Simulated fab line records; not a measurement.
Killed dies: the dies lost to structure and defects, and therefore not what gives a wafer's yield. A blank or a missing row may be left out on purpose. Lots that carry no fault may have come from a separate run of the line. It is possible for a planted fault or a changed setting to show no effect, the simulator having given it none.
fab line records	flow n5-finfet	part 1 of 2: steps 1 to 24 of 33
[record] lots = 5	wafers = 15	last-day = 20
route steps=1938 shown BEOL_M14@1735
lots untouched by any fault: they come from a run of this same line in which no faults occurred
start-h: hours from the record's first day to the start of the lot's first wafer shown	wait-h: hours from the lot's prior step to this one	" as in the row above	L1.1+2: several wafers, shown together as one row	- no value, or no start was given	* or withheld: withheld	< > ~ a bound
route shown NAME@n: names a module that has steps shown in the file, with the first one's number in the route	usual: average and standard deviation across the fault-free wafers	same: alike in all rows	chamber/n: place in a boat	sites: each site's reading	_std_site: the standard deviation of these	_edge_site: outer sites' mean less inner sites'	radius-mm: how far each site lies from the wafer's centre	mask NAME#n: copy n	behind: the most recent tool/chamber to have shaped the wafer	hold: why the lot was held/for how many hours/how that ended	device: which transistor (n, p or np) failed to switch	end of line: the tests these same wafers got at the end of their route	a step with no rows: only its recipe	killed: count of dies lost to structure and defects at first sort (not the wafer's yield)	map: a wafer's dies, marking killed ones x, the rest . and places with no die _
set.NAME: the setting as run; set.NAME@STEP: as run at that earlier step	model.NAME: the simulator's own value behind a step, which no gauge read
certain route steps with their lots: each step a table, each wafer a row
services: the hour from which a tool's chamber was out of use, counted from the record's first day as start-h (under 0 if before that day), plus the number of hours and why
[[steps]]
[step N5_BEOL_M14_SRD_72]
[recipe] time-s = 30	temp-c = 23	rinse-liquid = diw	dry = n2-spin	spin-rpm = 1500	dry-time-s = 30
[same] dry-time-s = 30
lot.wafer	tool	chamber	start-h	wait-h
L074.3+4+6	wet-bench-02	5,0,4	292.24	0.0
L089.2+5+6	wet-bench-02	2,1,0	360.14	0.0
L093.2+3+6	wet-bench-01	2,1,4	384.49	0.0
L096.1+3+5	wet-bench-01	4,3,1	393.31	0.0
L097.3+4+5	wet-bench-05	7,4,6	445.67	0.0
[step N5_BEOL_M14_CD_MEAS_17]
[recipe] target-cd-nm = 250	polarity = opening
[usual] cd-nm = 250.4/1.3
lot.wafer	tool	chamber	start-h	wait-h	cd-nm
L074.3	cd-sem-01	-	292.28	0.0	252.1
L074.4	"	-	"	"	249.1
L074.6	"	-	"	"	249.9
L089.2	cd-sem-01	-	360.18	0.0	250.0
L089.5	"	-	"	"	250.0
L089.6	"	-	"	"	251.6
L093.2	cd-sem-03	-	384.53	0.0	250.2
L093.3	"	-	"	"	250.4
L093.6	"	-	"	"	250.8
L096.1	cd-sem-03	-	393.35	0.0	250.5
L096.3	"	-	"	"	251.6
L096.5	"	-	"	"	251.1
L097.3	cd-sem-03	-	445.71	0.0	248.3
L097.4	"	-	"	"	249.9
L097.5	"	-	"	"	250.5
[step N5_BEOL_M14_COAT_65]
[recipe] resist = SOC	temp-c = 250	time-s = 60	spin-rpm = 1500	resist-thk-nm = 450
lot.wafer	tool	chamber	start-h	wait-h
L074.3+4+6	litho-track-04	0	292.32	0.0
L089.2+5+6	litho-track-01	0	360.22	0.0
L093.2+3+6	litho-track-05	0	384.57	0.0
L096.1+3+5	litho-track-05	0	393.39	0.0
L097.3+4+5	litho-track-01	0	445.75	0.0
[step N5_BEOL_M14_COAT_66]
[recipe] resist = SiARC	temp-c = 220	time-s = 60	spin-rpm = 1500	resist-thk-nm = 110
lot.wafer	tool	chamber	start-h	wait-h
L074.3+4+6	litho-track-04	0	-	-
L089.2+5+6	litho-track-01	0	-	-
L093.2+3+6	litho-track-05	0	-	-
L096.1+3+5	litho-track-05	0	-	-
L097.3+4+5	litho-track-01	0	-	-
[step N5_BEOL_M14_COAT_22]
[recipe] spin-rpm = 2888	resist-thk-nm = 300
lot.wafer	tool	chamber	start-h	wait-h
L074.3+4+6	litho-track-04	0	-	-
L089.2+5+6	litho-track-01	0	-	-
L093.2+3+6	litho-track-05	0	-	-
L096.1+3+5	litho-track-05	0	-	-
L097.3+4+5	litho-track-01	0	-	-
[step N5_BEOL_M14_EBR_24]
[recipe] solvent = PGMEA	ebr-width-mm = 1.5
lot.wafer	tool	chamber	start-h	wait-h
L074.3+4+6	litho-track-04	0	-	-
L089.2+5+6	litho-track-01	0	-	-
L093.2+3+6	litho-track-05	0	-	-
L096.1+3+5	litho-track-05	0	-	-
L097.3+4+5	litho-track-01	0	-	-
[step N5_BEOL_M14_SOFTBAKE_23]
[recipe] temp-c = 130	time-s = 60
lot.wafer	tool	chamber	start-h	wait-h
L074.3+4+6	litho-track-04	0	-	-
L089.2+5+6	litho-track-01	0	-	-
L093.2+3+6	litho-track-05	0	-	-
L096.1+3+5	litho-track-05	0	-	-
L097.3+4+5	litho-track-01	0	-	-
[step N5_BEOL_M14_EXPOSE_25]
[recipe] mask-id = M14	na = 0.8	source-shape = annular	sigma-inner = 0.5	sigma-outer = 0.8	polarization = unpolarized	target-cd-nm = 280	dose-mj = 26.6
[usual] focus-offset-nm = 0.0/0.51
[same] na = 0.8
lot.wafer	tool	chamber	start-h	wait-h	mask	focus-offset-nm
L074.3	krf-scanner-01	0	292.57	-	M14#0	-0.5
L074.4	"	0	"	"	M14#0	0.2
L074.6	"	0	"	"	M14#0	0.8
L089.2	krf-scanner-01	0	360.46	-	M14#0	0.7
L089.5	"	0	"	"	M14#0	0.2
L089.6	"	0	"	"	M14#0	-0.1
L093.2	krf-scanner-02	0	384.82	-	M14#0	-0.2
L093.3	"	0	"	"	M14#0	-1.0
L093.6	"	0	"	"	M14#0	-0.2
L096.1	krf-scanner-02	0	393.63	-	M14#0	0.7
L096.3	"	0	"	"	M14#0	-0.2
L096.5	"	0	"	"	M14#0	0.6
L097.3	krf-scanner-01	0	446.00	-	M14#0	-0.9
L097.4	"	0	"	"	M14#0	-0.6
L097.5	"	0	"	"	M14#0	-1.1
[step N5_BEOL_M14_PEB_26]
[recipe] peb-temp-c = 130	peb-time-s = 90
lot.wafer	tool	chamber	start-h	wait-h
L074.3+4+6	litho-track-05	0	292.62	0.0
L089.2+5+6	litho-track-04	0	360.52	0.0
L093.2+3+6	litho-track-01	0	384.87	0.0
L096.1+3+5	litho-track-01	0	393.69	0.1
L097.3+4+5	litho-track-01	0	446.05	0.0
[step N5_BEOL_M14_DEVELOP_27]
[recipe] develop-time-s = 45	rinse-liquid = diw	dry = air-spin	dev-temp-c = 21
[usual] developer-temp-C = 21.00/0.097
lot.wafer	tool	chamber	start-h	wait-h	developer-temp-C
L074.3	litho-track-05	0	-	-	21.03
L074.4	"	0	"	"	21.21
L074.6	"	0	"	"	21.20
L089.2	litho-track-04	0	-	-	20.97
L089.5	"	0	"	"	21.07
L089.6	"	0	"	"	20.91
L093.2	litho-track-01	0	-	-	21.01
L093.3	"	0	"	"	21.05
L093.6	"	0	"	"	21.01
L096.1	litho-track-01	0	-	-	21.12
L096.3	"	0	"	"	21.05
L096.5	"	0	"	"	21.22
L097.3	litho-track-01	0	-	-	20.88
L097.4	"	0	"	"	20.92
L097.5	"	0	"	"	20.99
[step N5_BEOL_M14_HARDBAKE_32]
[recipe] temp-c = 130	time-s = 120
lot.wafer	tool	chamber	start-h	wait-h
L074.3+4+6	litho-track-05	0	-	-
L089.2+5+6	litho-track-04	0	-	-
L093.2+3+6	litho-track-01	0	-	-
L096.1+3+5	litho-track-01	0	-	-
L097.3+4+5	litho-track-01	0	-	-
[step N5_BEOL_M14_CD_MEAS_28]
[recipe] target-cd-nm = 284.4	landing-energy-ev = 500	detector = se-inlens
[usual] cd-nm = 284.0/1.3
lot.wafer	tool	chamber	start-h	wait-h	cd-nm
L074.3	cd-sem-01	0	292.73	-	282.8
L074.4	"	0	"	"	283.9
L074.6	"	0	"	"	283.5
L089.2	cd-sem-03	0	360.63	-	283.2
L089.5	"	0	"	"	283.0
L089.6	"	0	"	"	280.7
L093.2	cd-sem-03	0	384.98	-	282.9
L093.3	"	0	"	"	282.4
L093.6	"	0	"	"	283.7
L096.1	cd-sem-01	0	393.80	-	284.6
L096.3	"	0	"	"	285.2
L096.5	"	0	"	"	285.7
L097.3	cd-sem-03	0	446.17	-	281.7
L097.4	"	0	"	"	282.8
L097.5	"	0	"	"	282.4
[step N5_BEOL_M14_OVL_MEAS_29]
[recipe] points-per-wafer = 44
[usual] M14_OVL = -1/6.1
lot.wafer	tool	chamber	start-h	wait-h	M14_OVL[nm]
L074.3	overlay-02	0	292.76	0.0	3
L074.4	"	0	"	"	10
L074.6	"	0	"	"	11
L089.2	overlay-01	0	360.66	0.0	6
L089.5	"	0	"	"	4
L089.6	"	0	"	"	7
L093.2	overlay-01	0	385.01	0.0	-4
L093.3	"	0	"	"	11
L093.6	"	0	"	"	-2
L096.1	overlay-02	0	393.83	0.0	0
L096.3	"	0	"	"	-4
L096.5	"	0	"	"	3
L097.3	overlay-01	0	446.19	0.0	-8
L097.4	"	0	"	"	-2
L097.5	"	0	"	"	-5
[step N5_BEOL_M14_INSPECT_30]
[recipe] mode = adi	inspect-instrument = macro
[usual] raw-defect-count = 2.0/1.5
lot.wafer	tool	chamber	start-h	wait-h	raw-defect-count
L074.3	defect-inspect-02	-	292.79	0.0	3
L074.4	"	-	"	"	3
L074.6	"	-	"	"	5
L089.2	defect-inspect-01	-	360.69	0.0	2
L089.5	"	-	"	"	3
L089.6	"	-	"	"	3
L093.2	defect-inspect-02	-	385.04	0.0	2
L093.3	"	-	"	"	3
L093.6	"	-	"	"	1
L096.1	defect-inspect-01	-	393.86	0.0	1
L096.3	"	-	"	"	3
L096.5	"	-	"	"	5
L097.3	defect-inspect-01	-	446.22	0.0	2
L097.4	"	-	"	"	1
L097.5	"	-	"	"	1
[step N5_BEOL_M14_DESCUM_33]
[recipe] chemistry = O2	time-s = 7.9	source-power-w = 50	bias-power-w = 20	pressure-mtorr = 20	rf-frequency-hz = 2.712e+07	temp-c = 40	o2-flow-sccm = 225
[usual] drypump-motor-current-A = 5.7/0.47	oes-product-au = 0.82/0.088	rf-vpp-V = 242.8/1.3	showerhead-plenum-p-Torr = 2.06/0.07	throttle-valve-pct = 20.48/0.24
lot.wafer	tool	chamber	start-h	wait-h	drypump-motor-current-A	oes-product-au	rf-hours-counter-h	rf-vpp-V	showerhead-plenum-p-Torr	throttle-valve-pct
L074.3	rie-diel-05	2	292.82	0.0	6.3	0.71	215	243.1	2.08	20.64
L074.4	"	0	"	"	6.5	0.89	42	242.4	2.05	20.00
L074.6	"	2	"	"	6.3	0.70	-	241.5	2.07	20.64
L089.2	rie-diel-03	0	361.04	0.4	5.7	0.68	241	242.9	1.97	20.75
L089.5	"	0	"	"	5.7	0.68	-	243.3	1.97	20.75
L089.6	"	3	"	"	5.3	0.91	-	242.0	2.05	20.12
L093.2	rie-diel-05	1	385.07	0.0	6.5	0.89	28	246.7	2.24	20.40
L093.3	"	0	"	"	6.5	0.81	83	242.5	2.04	20.06
L093.6	"	0	"	"	6.5	0.82	-	243.3	2.04	20.06
L096.1	rie-diel-06	3	393.89	0.0	4.9	0.86	64	242.6	2.04	20.69
L096.3	"	2	"	"	5.5	0.73	178	243.3	2.08	20.34
L096.5	"	2	"	"	5.5	0.73	-	243.5	2.08	20.35
L097.3	rie-diel-05	0	446.25	0.0	6.5	0.79	108	241.8	2.03	20.10
L097.4	"	3	"	"	5.4	0.88	39	241.5	2.04	20.62
L097.5	"	2	"	"	6.3	0.93	-	242.0	2.06	20.33
[step N5_BEOL_M14_ETCH_67]
[recipe] chemistry = CF4	target = SiARC	target-depth-a = 1430	time-s = 238.3	ion-energy-ev = 80	pressure-mtorr = 40	source-w = 545	bias-w = 36	Ar_flow_sccm = 100	cf4-flow-sccm = 100	ends = cleared
[usual] drypump-motor-current-A = 5.7/0.47	etch-rf-on-time-s = 237/4.3	oes-product-au = 0.70/0.075	rf-vpp-V = 183.7/1.2	showerhead-plenum-p-Torr = 2.11/0.066	throttle-valve-pct = 15.64/0.26
lot.wafer	tool	chamber	start-h	wait-h	drypump-motor-current-A	etch-rf-on-time-s	oes-product-au	rf-hours-counter-h	rf-vpp-V	showerhead-plenum-p-Torr	throttle-valve-pct
L074.3	rie-diel-05	2	292.86	0.0	6.3	236	0.61	215	186.6	2.12	15.82
L074.4	"	0	"	"	6.4	232	0.75	42	183.0	2.09	15.12
L074.6	"	2	"	"	6.3	237	0.60	-	182.9	2.12	15.83
L089.2	rie-diel-03	0	361.08	0.0	5.7	247	0.58	241	183.0	2.03	15.99
L089.5	"	0	"	"	5.7	247	0.58	-	181.8	2.03	16.01
L089.6	"	3	"	"	5.3	240	0.77	-	183.9	2.10	15.27
L093.2	rie-diel-05	1	385.11	0.0	6.5	238	0.76	28	185.9	2.27	15.49
L093.3	"	0	"	"	6.5	232	0.71	83	182.5	2.08	15.21
L093.6	"	0	"	"	6.5	234	0.70	-	183.0	2.08	15.19
L096.1	rie-diel-06	3	393.93	0.0	4.9	229	0.75	64	182.6	2.09	15.79
L096.3	"	2	"	"	5.6	240	0.63	178	182.6	2.13	15.57
L096.5	"	2	"	"	5.6	237	0.63	-	184.4	2.13	15.59
L097.3	rie-diel-05	0	446.29	0.0	6.4	236	0.68	108	182.3	2.07	15.24
L097.4	"	3	"	"	5.4	233	0.75	39	181.9	2.09	15.74
L097.5	"	2	"	"	6.2	230	0.80	-	184.2	2.10	15.43
[step N5_BEOL_M14_ETCH_68]
[recipe] chemistry = N2/H2	target = SOC	mask-material = SiARC	source-w = 3000	bias-w = 350	temp-c = 40	time-s = 450	ion-energy-ev = 200	pressure-mtorr = 30	n2-flow-sccm = 200	h2-flow-sccm = 200
[usual] drypump-motor-current-A = 5.8/0.47	n2-flow-sccm = 200.1/0.54	oes-product-au = 0.82/0.088	rf-vpp-V = 522.8/2.4	showerhead-plenum-p-Torr = 2.50/0.084	throttle-valve-pct = 17.85/0.25
lot.wafer	tool	chamber	start-h	wait-h	drypump-motor-current-A	n2-flow-sccm	oes-product-au	rf-hours-counter-h	rf-vpp-V	showerhead-plenum-p-Torr	throttle-valve-pct
L074.3	rie-diel-05	2	293.00	0.1	6.3	200.1	0.71	215	523.3	2.52	18.00
L074.4	"	0	"	"	6.5	200.0	0.88	42	523.9	2.48	17.33
L074.6	"	2	"	"	6.3	199.8	0.71	-	522.1	2.52	18.01
L089.2	rie-diel-03	0	361.22	0.1	5.7	199.3	0.68	241	518.8	2.41	18.21
L089.5	"	0	"	"	5.7	200.1	0.68	-	519.7	2.41	18.23
L089.6	"	3	"	"	5.3	200.2	0.91	-	524.5	2.49	17.45
L093.2	rie-diel-05	1	385.25	0.1	6.5	200.7	0.89	28	527.9	2.71	17.78
L093.3	"	0	"	"	6.5	199.8	0.82	83	523.0	2.47	17.40
L093.6	"	0	"	"	6.5	199.0	0.82	-	521.8	2.46	17.40
L096.1	rie-diel-06	3	394.07	0.1	4.9	200.0	0.87	64	521.6	2.47	18.03
L096.3	"	2	"	"	5.5	199.8	0.74	179	524.2	2.54	17.87
L096.5	"	2	"	"	5.6	199.8	0.74	-	523.3	2.54	17.87
L097.3	rie-diel-05	0	446.43	0.1	6.5	200.7	0.79	108	521.3	2.45	17.43
L097.4	"	3	"	"	5.4	199.3	0.87	39	522.9	2.47	17.94
L097.5	"	2	"	"	6.3	200.2	0.92	-	521.7	2.49	17.66
[step N5_BEOL_M14_STRIP_69]
[recipe] chemistry = N2/H2	temp-c = 40	n2-flow-sccm = 200	h2-flow-sccm = 200	rf-frequency-hz = 6e+07
lot.wafer	tool	chamber	start-h	wait-h
L074.3+4+6	rie-diel-05	2,0,2	293.27	0.1
L089.2+5+6	rie-diel-03	0,0,3	361.49	0.1
L093.2+3+6	rie-diel-05	1,0,0	385.52	0.1
L096.1+3+5	rie-diel-06	3,2,2	394.34	0.1
L097.3+4+5	rie-diel-05	0,3,2	446.70	0.1
[step N5_BEOL_M14_TRENCH_ETCH_34]
[recipe] chemistry = C4F8/O2/Ar	target = SiO2	target-depth-a = 5566.5	mask-material = SOC	he-inner-torr = 15	he-outer-torr = 30	time-s = 126.9	ion-energy-ev = 800	pressure-mtorr = 20	source-w = 1905	bias-w = 2040	Ar_flow_sccm = 400	C4F8_flow_sccm = 16	O2_flow_sccm = 12
[usual] drypump-motor-current-A = 5.7/0.47	he-inner-torr = 15.00/0.031	oes-product-au = 0.82/0.089	rf-vpp-V = 2209/17	showerhead-plenum-p-Torr = 3.39/0.1	throttle-valve-pct = 30.96/0.27
lot.wafer	tool	chamber	start-h	wait-h	drypump-motor-current-A	he-inner-torr	oes-product-au	rf-hours-counter-h	rf-vpp-V	showerhead-plenum-p-Torr	throttle-valve-pct
L074.3	rie-diel-05	2	293.28	0.0	6.3	15.00	0.70	215	2210	3.40	30.99
L074.4	"	0	"	"	6.5	14.97	0.87	42	2208	3.36	30.42
L074.6	"	2	"	"	6.3	15.04	0.70	-	2210	3.40	30.96
L089.2	rie-diel-03	0	361.50	0.0	5.7	14.98	0.68	241	2176	3.25	31.13
L089.5	"	0	"	"	5.7	14.98	0.68	-	2175	3.25	31.13
L089.6	"	3	"	"	5.3	14.99	0.91	-	2217	3.36	30.57
L093.2	rie-diel-05	1	385.53	0.0	6.5	14.99	0.88	28	2215	3.64	30.85
L093.3	"	0	"	"	6.5	14.97	0.82	84	2206	3.34	30.47
L093.6	"	0	"	"	6.5	15.01	0.82	-	2206	3.34	30.47
L096.1	rie-diel-06	3	394.35	0.0	4.9	15.03	0.87	65	2238	3.36	31.33
L096.3	"	2	"	"	5.5	15.02	0.73	179	2207	3.41	30.77
L096.5	"	2	"	"	5.5	15.01	0.74	-	2206	3.41	30.76
L097.3	rie-diel-05	0	446.71	0.0	6.5	15.00	0.80	109	2203	3.33	30.49
L097.4	"	3	"	"	5.4	15.03	0.87	39	2183	3.36	31.22
L097.5	"	2	"	"	6.3	14.97	0.93	-	2208	3.37	30.81
[step N5_BEOL_M14_STRIP_70]
[recipe] chemistry = C4F8/O2/Ar	resist = SiARC	rf-frequency-hz = 6e+07
lot.wafer	tool	chamber	start-h	wait-h
L074.3+4+6	rie-diel-05	2,0,2	293.39	0.1
L089.2+5+6	rie-diel-03	0,0,3	361.61	0.1
L093.2+3+6	rie-diel-05	1,0,0	385.64	0.1
L096.1+3+5	rie-diel-06	3,2,2	394.46	0.1
L097.3+4+5	rie-diel-05	0,3,2	446.82	0.1
[step N5_BEOL_M14_OCD_MEAS_35]
[usual] trench-depth-nm = 558/10
lot.wafer	tool	chamber	start-h	wait-h	trench-depth-nm
L074.3	ocd-02	-	293.43	0.0	548
L074.4	"	-	"	"	559
L074.6	"	-	"	"	546
L089.2	ocd-02	-	361.66	0.0	534
L089.5	"	-	"	"	535
L089.6	"	-	"	"	550
L093.2	ocd-01	-	385.68	0.0	552
L093.3	"	-	"	"	566
L093.6	"	-	"	"	568
L096.1	ocd-01	-	394.50	0.0	572
L096.3	"	-	"	"	551
L096.5	"	-	"	"	551
L097.3	ocd-01	-	446.87	0.0	564
L097.4	"	-	"	"	564
L097.5	"	-	"	"	577
[step N5_BEOL_M14_STRIP_37]
[recipe] chemistry = O2	power-w = 600	temp-c = 60	pressure-mtorr = 30	rf-frequency-hz = 6e+07	bias-power-w = 0	overash-fraction = 0.3	o2-flow-sccm = 225
[usual] drypump-motor-current-A = 5.8/0.49	oes-product-au = 0.83/0.089	rf-vpp-V = 3.6/0.91	showerhead-plenum-p-Torr = 2.08/0.079	throttle-valve-pct = 16.66/0.23
lot.wafer	tool	chamber	start-h	wait-h	drypump-motor-current-A	oes-product-au	rf-hours-counter-h	rf-vpp-V	showerhead-plenum-p-Torr	throttle-valve-pct
L074.3	rie-diel-03	1	297.00	3.6	5.4	0.90	32	3.8	2.06	16.79
L074.4	"	0	"	"	5.7	0.70	218	2.1	1.99	17.00
L074.6	"	1	"	"	5.4	0.90	-	4.2	2.06	16.79
L089.2	rie-diel-03	2	362.47	0.8	5.8	0.82	103	3.6	2.20	16.65
L089.5	"	3	"	"	5.3	0.92	-	5.0	2.05	16.34
L089.6	"	0	"	"	5.7	0.68	-	2.3	1.98	17.02
L093.2	rie-diel-06	1	387.62	1.9	5.9	0.71	214	4.4	1.98	16.95
L093.3	"	3	"	"	4.9	0.87	62	3.4	2.04	16.89
L093.6	"	2	"	"	5.5	0.74	-	3.7	2.08	16.64
L096.1	rie-diel-05	0	395.65	1.1	6.5	0.81	89	2.5	2.04	16.35
L096.3	"	1	"	"	6.5	0.88	33	5.7	2.24	16.59
L096.5	"	1	"	"	6.5	0.89	-	4.1	2.24	16.60
L097.3	rie-diel-05	2	450.81	3.9	6.3	0.92	22	2.7	2.06	16.54
L097.4	"	1	"	"	6.5	0.84	54	3.9	2.23	16.66
L097.5	"	0	"	"	6.5	0.79	-	2.2	2.03	16.37
[step N5_BEOL_M14_ETCH_38]
[recipe] chemistry = CF4/N2	target = SiCN	target-depth-a = 1065	taper-deg = 2	time-s = 120.6	ion-energy-ev = 150	mask-material = SiO2	pressure-mtorr = 40	source-w = 430	bias-w = 70	Ar_flow_sccm = 100	cf4-flow-sccm = 60	n2-flow-sccm = 60
[usual] drypump-motor-current-A = 5.8/0.49	n2-flow-sccm = 60.00/0.18	oes-product-au = 0.83/0.089	rf-vpp-V = 381.9/2.1	showerhead-plenum-p-Torr = 2.19/0.079	throttle-valve-pct = 15.41/0.24
lot.wafer	tool	chamber	start-h	wait-h	drypump-motor-current-A	n2-flow-sccm	oes-product-au	rf-hours-counter-h	rf-vpp-V	showerhead-plenum-p-Torr	throttle-valve-pct
L074.3	rie-diel-03	1	-	-	5.5	59.90	0.91	32	380.7	2.15	15.44
L074.4	"	0	"	"	5.7	59.81	0.70	218	380.2	2.10	15.78
L074.6	"	1	"	"	5.5	60.09	0.91	-	379.7	2.15	15.47
L089.2	rie-diel-03	2	-	-	5.8	60.05	0.82	103	384.8	2.31	15.42
L089.5	"	3	"	"	5.3	60.05	0.90	-	379.9	2.16	15.09
L089.6	"	0	"	"	5.7	59.84	0.68	-	380.0	2.09	15.83
L093.2	rie-diel-06	1	-	-	5.8	60.02	0.71	214	378.6	2.10	15.76
L093.3	"	3	"	"	4.9	59.95	0.88	62	381.1	2.15	15.63
L093.6	"	2	"	"	5.5	60.22	0.73	-	382.6	2.20	15.40
L096.1	rie-diel-05	0	-	-	6.4	59.94	0.81	89	379.9	2.14	15.06
L096.3	"	1	"	"	6.5	60.16	0.88	33	385.5	2.34	15.33
L096.5	"	1	"	"	6.5	60.20	0.87	-	384.1	2.34	15.31
L097.3	rie-diel-05	2	-	-	6.3	59.94	0.93	22	379.8	2.16	15.27
L097.4	"	1	"	"	6.5	59.95	0.84	54	385.8	2.33	15.37
L097.5	"	0	"	"	6.5	59.90	0.79	-	381.7	2.13	15.10
[step N5_BEOL_M14_PRECLEAN_39]
[recipe] chemistry = residue-remover	time-s = 60	temp-c = 40
lot.wafer	tool	chamber	start-h	wait-h
L074.3+4+6	wet-bench-02	7,2,5	297.20	-
L089.2+5+6	wet-bench-02	0,6,4	362.67	-
L093.2+3+6	wet-bench-05	3,1,0	387.82	-
L096.1+3+5	wet-bench-01	5,0,4	395.84	-
L097.3+4+5	wet-bench-01	4,0,5	451.01	-
